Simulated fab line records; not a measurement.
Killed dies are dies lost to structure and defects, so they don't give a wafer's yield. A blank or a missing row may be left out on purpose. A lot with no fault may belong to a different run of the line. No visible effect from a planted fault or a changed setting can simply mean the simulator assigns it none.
The tool behind it: which one? + flow n5Finfet + 72 wafers from 24 lots sampled at 2 of the route's 1938 steps

WHAT THE GAUGES READ, wafer by wafer
N5_BEOL_M11_CD_MEAS_11 targets a cd of 64.1 nm.
| lot  | measured     | on       | cdNm (nm)      |
|------|--------------|----------|----------------|
| L074 | day 10 12:26 | cdSem-02 | 64.5 63.6 64.8 |
| L077 | day 11 08:39 | cdSem-02 | 65.0 64.9 64.3 |
| L075 | day 11 15:44 | cdSem-02 | 65.5 64.1 65.1 |
| L079 | day 11 23:05 | cdSem-03 | 64.9 64.3 64.7 |
| L078 | day 11 23:19 | cdSem-01 | 64.3 64.3 64.3 |
| L076 | day 11 23:31 | cdSem-03 | 63.7 63.5 63.7 |
| L082 | day 12 23:11 | cdSem-01 | 64.9 64.1 64.8 |
| L081 | day 13 01:53 | cdSem-01 | 64.9 64.4 64.7 |
| L083 | day 13 10:09 | cdSem-03 | 65.1 63.3 64.3 |
| L080 | day 13 10:29 | cdSem-02 | 63.8 64.0 65.2 |
| L085 | day 13 16:53 | cdSem-02 | 64.3 64.4 64.6 |
| L084 | day 13 17:03 | cdSem-01 | 64.2 64.8 65.3 |
| L086 | day 14 07:07 | cdSem-01 | 64.4 64.3 63.6 |
| L090 | day 14 13:51 | cdSem-02 | 64.9 64.7 64.8 |
| L088 | day 15 03:26 | cdSem-02 | 64.8 64.6 64.5 |
| L087 | day 15 03:52 | cdSem-01 | 63.2 64.0 64.6 |
| L089 | day 15 09:52 | cdSem-02 | 65.6 65.7 65.0 |
| L091 | day 15 11:29 | cdSem-01 | 63.9 64.2 63.7 |
| L092 | day 16 14:50 | cdSem-03 | 64.1 64.1 64.9 |
| L094 | day 17 02:07 | cdSem-03 | 64.3 64.8 63.9 |
| L093 | day 17 09:19 | cdSem-03 | 64.0 64.5 64.8 |
| L097 | day 17 12:01 | cdSem-03 | 64.9 65.7 64.1 |
| L096 | day 17 16:49 | cdSem-03 | 64.1 63.9 64.4 |
| L095 | day 17 19:45 | cdSem-03 | 63.1 64.4 65.3 |

N5_BEOL_M11_INSPECT_13: inspects for defects (brightfield).
| lot  | measured     | on               | rawDefectCount |
|------|--------------|------------------|----------------|
| L074 | day 10 12:29 | defectInspect-02 | 281 313 267    |
| L077 | day 11 08:43 | defectInspect-02 | 419 537 612    |
| L075 | day 11 15:47 | defectInspect-02 | 437 317 348    |
| L079 | day 11 23:16 | defectInspect-01 | 395 346 284    |
| L078 | day 11 23:22 | defectInspect-01 | 513 473 522    |
| L076 | day 11 23:34 | defectInspect-01 | 391 448 454    |
| L082 | day 12 23:14 | defectInspect-02 | 400 311 312    |
| L081 | day 13 01:56 | defectInspect-01 | 414 372 337    |
| L083 | day 13 10:13 | defectInspect-02 | 290 488 396    |
| L080 | day 13 10:32 | defectInspect-01 | 437 331 535    |
| L085 | day 13 16:56 | defectInspect-01 | 572 688 448    |
| L084 | day 13 17:06 | defectInspect-02 | 607 431 358    |
| L086 | day 14 07:10 | defectInspect-01 | 446 323 353    |
| L090 | day 14 13:54 | defectInspect-02 | 367 314 424    |
| L088 | day 15 03:30 | defectInspect-02 | 412 293 382    |
| L087 | day 15 03:55 | defectInspect-02 | 416 310 386    |
| L089 | day 15 09:56 | defectInspect-01 | 436 532 508    |
| L091 | day 15 11:32 | defectInspect-02 | 444 439 609    |
| L092 | day 16 14:53 | defectInspect-01 | 640 436 390    |
| L094 | day 17 02:10 | defectInspect-01 | 484 541 524    |
| L093 | day 17 09:22 | defectInspect-01 | 389 432 498    |
| L097 | day 17 12:04 | defectInspect-01 | 389 456 542    |
| L096 | day 17 16:52 | defectInspect-02 | 419 492 421    |
| L095 | day 17 19:48 | defectInspect-02 | 327 297 376    |

EACH LOT AND THE TOOL THAT RAN IT (in order: tool; ch and the chambers of the sampled wafers; start)
The record holds no process step before these readings.

WHAT THE TOOLS THEMSELVES READ (means of the sampled wafers that have a number; where no wafer has one, the mark that the record gives instead)
The record holds no such reading with a usual standard deviation.

THE ANSWER, worked out from the rows above alone
Rule: usual is defined by the lots themselves. The widest of any qualifying gaps counts: lots, ordered by their means at a reading, are off when they make up no more than a third of the lots, leave a main group of 4 or more, and stand apart from it by 3 or more times the standard deviation of that group's means. A main group is skipped when, at the precision printed for the reading in the tables above, its means are all equal. A lot without any number at a reading at which 4 lots or more have one is off too. The other lots that the step has rows for count as sound. The gauges are gone through in route order, then the tools' own readings, and for those a lot's mean is taken as printed above. At the first step where some lot is off, the reading lying furthest off is the one used; lots without a number count as furthest.
Across all readings shown, no lot is off: no conclusion can be drawn from this.

WHAT THE SIMULATOR HAD INSERTED
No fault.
